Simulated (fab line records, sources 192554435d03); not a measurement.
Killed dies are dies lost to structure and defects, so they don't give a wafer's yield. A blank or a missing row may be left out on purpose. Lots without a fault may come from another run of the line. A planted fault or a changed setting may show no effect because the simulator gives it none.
Split-lot experiment | flow n5_finfet | 7 lots, 21 wafers read, on a route of 1938 steps

THE SPLIT
At N5_BEOL_M8_TRENCH_ETCH_37 (etches SiCOH lowk in C4F6/O2, target depth 93.478 nm, time 31.2 s), the setting time_s was moved away from the recipe's 31.2 s on 10 of the 21 wafers read, by -21.8% to +18.1%. The other wafers ran this setting at the recipe's value.

FROM THE SPLIT TO THE READING: what the file shows between them, 2 steps
- N5_BEOL_M8_ETCH_41: etches SiCN in CH3F/O2, target depth 31.9 nm, time 57.8 s
- N5_BEOL_M8_STRIP_80: strips in N2/H2, time 10 s

THE READING
trench_depth_nm, in nm, at N5_BEOL_M8_OCD_MEAS_38. Fault-free wafers of this fab line usually give 92.2 nm, standard deviation 2.2 nm.

wafer  | tool, chamber at the split | time_s as run, s | against the recipe | trench_depth_nm, nm | against lot-mates on the recipe
L074.2 | rie_diel-03, 3             | 36.84            | +18.1%             | 111.3               | +15.3
L074.3 | rie_diel-03, 2             | 31.2             | recipe             | 96.0                | -
L074.5 | rie_diel-03, 0             | 36.84            | +18.1%             | 109.4               | +13.4
L080.2 | rie_diel-03, 2             | 31.2             | recipe             | 95.4                | -
L080.5 | rie_diel-03, 0             | 31.2             | recipe             | 91.5                | -
L080.6 | rie_diel-03, 3             | 28.07            | -10.0%             | 85.9                | -7.5
L084.1 | rie_diel-05, 1             | 31.2             | recipe             | 90.2                | -
L084.2 | rie_diel-05, 2             | 31.2             | recipe             | 93.8                | -
L084.3 | rie_diel-05, 0             | 31.2             | recipe             | 89.2                | -
L082.1 | rie_diel-01, 0             | 31.2             | recipe             | 91.8                | -
L082.2 | rie_diel-01, 3             | 31.2             | recipe             | 89.8                | -
L082.5 | rie_diel-01, 1             | 31.2             | recipe             | 91.6                | -
L087.1 | rie_diel-05, 3             | 31.2             | recipe             | 93.4                | -
L087.3 | rie_diel-05, 0             | 34.88            | +11.8%             | 98.7                | +5.3
L087.6 | rie_diel-05, 2             | 34.88            | +11.8%             | 104.8               | +11.4
L089.1 | rie_diel-01, 1             | 31.2             | recipe             | 90.8                | -
L089.4 | rie_diel-01, 0             | 24.4             | -21.8%             | 75.4                | -15.4
L089.6 | rie_diel-01, 3             | 24.4             | -21.8%             | 70.5                | -20.3
L092.1 | rie_diel-03, 0             | 26.99            | -13.5%             | 78.6                | no lot-mate on the recipe
L092.2 | rie_diel-03, 3             | 26.99            | -13.5%             | 80.3                | no lot-mate on the recipe
L092.4 | rie_diel-03, 2             | 26.99            | -13.5%             | 80.7                | no lot-mate on the recipe

THE FIT
A straight line over all 21 wafers: trench_depth_nm changes by +0.905 nm for each +1% of time_s; r = +0.98; the points scatter about the line by 2.3 nm.
The same after taking each lot's own level away (the mean of its wafers on the recipe; 18 wafers): +0.792 nm for each +1%; r = +0.98; scatter 1.9 nm.
On that fit, the largest move of time_s shifts the reading by 17 nm.
The lots' own levels span 90.80 to 96.00 nm, that is 2.4 times the standard deviation above.
So the lot-to-lot level changes the slope: the two fits differ.
Check: with one of the wafers moved furthest among these (-21.8%) left out of the fit, the line predicts -18.3 nm for it against its lot-mates. It came out at -15.4 nm against them.

OTHER SPLITS ON THESE WAFERS
These wafers also went through other splits before the reading. Each is held against what the fit with the lots' levels taken away leaves over:
other split on the same wafers | wafers away from the commonest value | r with trench_depth_nm (lot level and that fit taken away)
N5_BEOL_M6_COAT_60 spin_rpm    | 4                                    | -0.08
N5_BEOL_M7_COAT_59 spin_rpm    | 7                                    | +0.13
N5_BEOL_M7_COAT_05 spin_rpm    | 7                                    | +0.08
N5_BEOL_M7_COAT_71 spin_rpm    | 8                                    | -0.11

THE WHOLE CHAIN: every reading that the file lists as answering this split, in the file's order
step                      | what it does                                                      | reading                                                                   | change (the file's fit)               | r (the file's)
N5_BEOL_M8_TRENCH_ETCH_37 | etches SiCOH lowk in C4F6/O2, target depth 93.478 nm, time 31.2 s | etch.depth_nm (the simulator's own value, which no gauge read)            | +0.815 nm for each +1% of the setting | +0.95
N5_BEOL_M8_TRENCH_ETCH_37 | etches SiCOH lowk in C4F6/O2, target depth 93.478 nm, time 31.2 s | BEOL_M8.feature_depth_nm (the simulator's own value, which no gauge read) | +0.817 nm for each +1% of the setting | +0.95
N5_BEOL_M8_OCD_MEAS_38    |                                                                   | trench_depth_nm                                                           | +0.787 nm for each +1% of the setting | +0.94

THE FILE'S OWN FIT
trench_depth_nm changes by +0.787 nm for each +1% of time_s, r = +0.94.
